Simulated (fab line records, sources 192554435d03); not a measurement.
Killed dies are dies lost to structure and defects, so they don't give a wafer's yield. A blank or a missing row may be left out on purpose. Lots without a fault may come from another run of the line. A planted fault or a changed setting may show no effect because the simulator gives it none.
Chamber matching | flow n5_finfet | N5_BEOL_M0_ALD_136 on ald_metal-01: 4 sister chambers
The step deposits TaN, pulse time 2 s, purge time 3 s, co reactant purge time 2 s. 8 wafers are shown with their chamber, then 8 later ones without.

WAFERS WITH THEIR CHAMBER
wafer  | chamber | heater_power_w (W)
L080.3 | 1       | 500
L081.3 | 0       | 395
L081.5 | 0       | 395
L081.6 | 3       | 463
L095.3 | 2       | 450
L095.5 | 1       | 505
L095.6 | 2       | 450
L096.1 | 3       | 455

WAFERS WITHOUT THEIR CHAMBER
wafer  | heater_power_w (W)
L096.5 | 382
L096.6 | 455
L090.2 | 441
L090.4 | 392
L090.5 | 441
L094.1 | 384
L094.4 | 449
L094.5 | 390

WHICH CHAMBER EACH WENT THROUGH
wafer  | from the rows above     | in truth
L096.5 | 0                       | 0
L096.6 | can't be placed: 3 or 2 | 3
L090.2 | 2                       | 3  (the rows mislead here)
L090.4 | 0                       | 0
L090.5 | 2                       | 2
L094.1 | 0                       | 0
L094.4 | 2                       | 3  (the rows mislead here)
L094.5 | 0                       | 0
Placed correctly: 5 of 8. Can't be placed from these rows: 1 (the true chamber is among the candidates in 1). Placed wrongly: 2.
How it was worked out, from the rows above alone: a wafer's distance from a chamber is the root of the sum, over the readings, of the square of ((its reading less the chamber's mean) divided by the reading's scatter). The wafer belongs to the nearest chamber; if the next one is less than 2 further off, it can't be placed. A chamber's mean is the mean of its shown wafers. The scatter: the root of (the sum of the squares of (reading less its chamber's mean) over the shown wafers, divided by (wafers less chambers)).
